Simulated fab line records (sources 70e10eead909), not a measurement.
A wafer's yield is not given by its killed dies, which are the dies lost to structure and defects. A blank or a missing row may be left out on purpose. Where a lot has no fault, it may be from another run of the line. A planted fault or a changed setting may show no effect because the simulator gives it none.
Matching of chambers | flow nand harc | pecvd-04 running NHARC_A_M0_DEP_32: 3 sister chambers
The step deposits SiCN, target thk 30 nm. 24 wafers are shown with their chamber, then 12 later ones without.

## WAFERS WITH THEIR CHAMBER
wafer  | chamber | heater power w (W)
L074.3 | 0       | 626
L074.4 | 1       | 434
L074.5 | 0       | 636
L079.1 | 1       | 510
L079.4 | 1       | 501
L079.5 | 2       | 582
L078.1 | 1       | 522
L078.3 | 2       | 545
L078.4 | 1       | 515
L080.2 | 2       | 562
L080.5 | 2       | 581
L080.6 | 1       | 504
L081.2 | 0       | 640
L081.4 | 1       | 498
L081.6 | 2       | 494
L087.2 | 0       | 538
L087.4 | 0       | 547
L087.5 | 1       | 525
L086.2 | 0       | 548
L086.3 | 2       | 479
L086.5 | 2       | 489
L089.3 | 2       | 556
L089.5 | 2       | 595
L089.6 | 1       | 513

SIGNATURES (means of the wafers above)
reading        | chamber 0 | chamber 1 | chamber 2 | scatter within a chamber
heater power w | 589.17    | 502.44    | 542.56    | 40.1
Rule: for a wafer and a chamber, the distance is found by dividing, reading by reading, the gap between the wafer's reading and the chamber's mean by the reading's scatter, squaring, summing and taking the root. If the next closest chamber is less than 2 further off than the closest, the wafer can't be placed; otherwise it belongs to the closest. How the scatter is found: for the shown wafers, subtract from each reading the mean of its chamber, square and add these, divide the total by (wafers less chambers), then take the root.

## WAFERS WITHOUT THEIR CHAMBER
wafer  | heater power w (W)
L085.1 | 542
L085.2 | 644
L085.3 | 522
L090.1 | 507
L090.4 | 504
L090.5 | 654
L092.3 | 598
L092.5 | 594
L092.6 | 514
L094.1 | 514
L094.3 | 474
L094.6 | 569

## CHAMBER TAKEN BY EACH
wafer  | from the rows above          | in truth
L085.1 | can't be placed: 2 or 1 or 0 | 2
L085.2 | can't be placed: 0 or 2      | 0
L085.3 | can't be placed: 1 or 2 or 0 | 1
L090.1 | can't be placed: 1 or 2 or 0 | 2
L090.4 | can't be placed: 1 or 2      | 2
L090.5 | can't be placed: 0 or 2      | 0
L092.3 | can't be placed: 0 or 2      | 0
L092.5 | can't be placed: 0 or 2      | 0
L092.6 | can't be placed: 1 or 2 or 0 | 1
L094.1 | can't be placed: 1 or 2 or 0 | 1
L094.3 | can't be placed: 1 or 2      | 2
L094.6 | can't be placed: 0 or 2 or 1 | 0
Correctly placed: 0 of 12. Unplaceable from these rows: 12, with the true chamber sitting among the candidates in 12. Number placed wrongly: 0.
